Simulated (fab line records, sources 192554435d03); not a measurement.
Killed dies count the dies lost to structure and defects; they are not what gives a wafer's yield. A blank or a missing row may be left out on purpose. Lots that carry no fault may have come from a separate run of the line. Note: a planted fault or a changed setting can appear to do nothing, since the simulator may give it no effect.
Split-lot experiment | flow n5 finfet | 7 lots, 21 wafers read, on a route of 1938 steps

## ABOUT THE SPLIT
At N5_FIN_CUT_COAT_19 (time 60 s, resist thk 20 nm), the setting spin rpm was moved away from the recipe's 1500 rpm on 10 of the 21 wafers read, by -8.7% to +11.1%. All remaining wafers had this setting at the recipe value.

## FROM THE SPLIT TO THE READING: what the file shows between them, 5 steps
- N5_FIN_CUT_COAT_29: time 60 s, resist thk 10 nm
- N5_FIN_CUT_COAT_02: resist thk 30 nm
- N5_FIN_CUT_DESCUM_13: chemistry O2, time 7 s
- N5_FIN_CUT_ETCH_30: etches underlayer in N2/H2, target depth 13 nm, time 10.4 s
- N5_FIN_CUT_ETCH_20: etches SiARC in CF4, target depth 26 nm, time 43.3 s

## THE READING
SiARC_of_FIN_CUT_COAT_19.thk nm (the simulator's own value, which no gauge read), in nm, at N5_FIN_CUT_ETCH_21 (etches SOC in N2/H2, target depth 219 nm, overetch 43.8 nm, time 523.5 s). No usual value for it is given in the file. Across the 11 wafers here that went through the recipe, the average is 11.9 nm and the standard deviation 0.089 nm.

wafer  | tool, chamber at the split | spin rpm as run, rpm | against the recipe | SiARC_of_FIN_CUT_COAT_19.thk nm, nm | against lot-mates on the recipe
L075.4 | litho track-05, 0          | 1427                 | -4.9%              | 12.4                                | no lot-mate on the recipe
L075.5 | litho track-05, 0          | 1427                 | -4.9%              | 12.4                                | no lot-mate on the recipe
L075.6 | litho track-05, 0          | 1427                 | -4.9%              | 12.4                                | no lot-mate on the recipe
L076.1 | litho track-05, 0          | 1500                 | recipe             | 11.8                                | -
L076.6 | litho track-05, 0          | 1500                 | recipe             | 11.8                                | -
L076.3 | litho track-05, 0          | 1500                 | recipe             | 12                                  | -
L077.1 | litho track-02, 0          | 1500                 | recipe             | 12                                  | -
L077.2 | litho track-02, 0          | 1452                 | -3.2%              | 12.4                                | +0.4
L077.5 | litho track-02, 0          | 1452                 | -3.2%              | 12.4                                | +0.4
L078.1 | litho track-05, 0          | 1370                 | -8.7%              | 12.8                                | +0.8
L078.4 | litho track-05, 0          | 1370                 | -8.7%              | 13                                  | +1.0
L078.5 | litho track-05, 0          | 1500                 | recipe             | 12                                  | -
L092.3 | litho track-04, 0          | 1500                 | recipe             | 11.8                                | -
L092.4 | litho track-04, 0          | 1500                 | recipe             | 11.8                                | -
L092.5 | litho track-04, 0          | 1500                 | recipe             | 11.8                                | -
L095.3 | litho track-05, 0          | 1500                 | recipe             | 11.8                                | -
L095.4 | litho track-05, 0          | 1500                 | recipe             | 11.8                                | -
L095.5 | litho track-05, 0          | 1666                 | +11.1%             | 10.8                                | -1.0
L096.1 | litho track-02, 0          | 1454                 | -3.1%              | 12.2                                | +0.4
L096.4 | litho track-02, 0          | 1454                 | -3.1%              | 12.2                                | +0.4
L096.2 | litho track-02, 0          | 1500                 | recipe             | 11.8                                | -

FIT RESULTS
A straight line over all 21 wafers: SiARC_of_FIN_CUT_COAT_19.thk nm changes by -0.11 nm for each +1% of spin rpm; r = -0.98; the points scatter about the line by 0.1 nm.
The same after taking each lot's own level away (the mean of its wafers on the recipe; 18 wafers): -0.0998 nm for each +1%; r = -0.99; scatter 0.069 nm.
According to that fit, moving spin rpm by its largest amount changes the reading by 1.1 nm.
Measured against the standard deviation above, the lots' own levels, which go from 11.80 to 12.00 nm, span 2.2 times it.
So the lot-to-lot level changes the slope: the two fits differ.
Check: with one of the wafers moved furthest among these (+11.1%) left out of the fit, the line predicts -1.17 nm for it against its lot-mates. It came out at -1 nm against them.

## OTHER SPLITS APPLIED TO THESE WAFERS
Before the reading, these wafers also passed through other splits. Each is held against what the fit with the lots' levels taken away leaves over:
other split on the same wafers                    | wafers away from the commonest value | r with SiARC_of_FIN_CUT_COAT_19.thk nm (lot level and that fit taken away)
N5_WELL_APT_EXPOSE_05 dose mj                     | 7                                    | -0.13
N5_WELL_APT_DEVELOP_07 develop time s             | 6                                    | -0.18
N5_PMOS_HMC_CHANNEL_EPI_PEB_07 peb temp c         | 8                                    | -0.09
N5_PMOS_HMC_CHANNEL_EPI_DEVELOP_08 develop time s | 6                                    | -0.08

## THE WHOLE CHAIN: every reading that the file lists as answering this split, in the file's order
step               | what it does                                                             | reading                                                                          | change (the file's fit)                | r (the file's)
N5_FIN_CUT_COAT_19 | time 60 s, resist thk 20 nm                                              | SiARC_of_FIN_CUT_COAT_19.thk nm (the simulator's own value, which no gauge read) | -0.0954 nm for each +1% of the setting | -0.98
N5_FIN_CUT_ETCH_20 | etches SiARC in CF4, target depth 26 nm, time 43.3 s                     | etch.depth nm (the simulator's own value, which no gauge read)                   | -0.0946 nm for each +1% of the setting | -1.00
N5_FIN_CUT_ETCH_21 | etches SOC in N2/H2, target depth 219 nm, overetch 43.8 nm, time 523.5 s | SiARC_of_FIN_CUT_COAT_19.thk nm (the simulator's own value, which no gauge read) | -0.0984 nm for each +1% of the setting | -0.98

## THE FILE'S OWN FIT
SiARC_of_FIN_CUT_COAT_19.thk nm changes by -0.0984 nm for each +1% of spin rpm, r = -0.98.
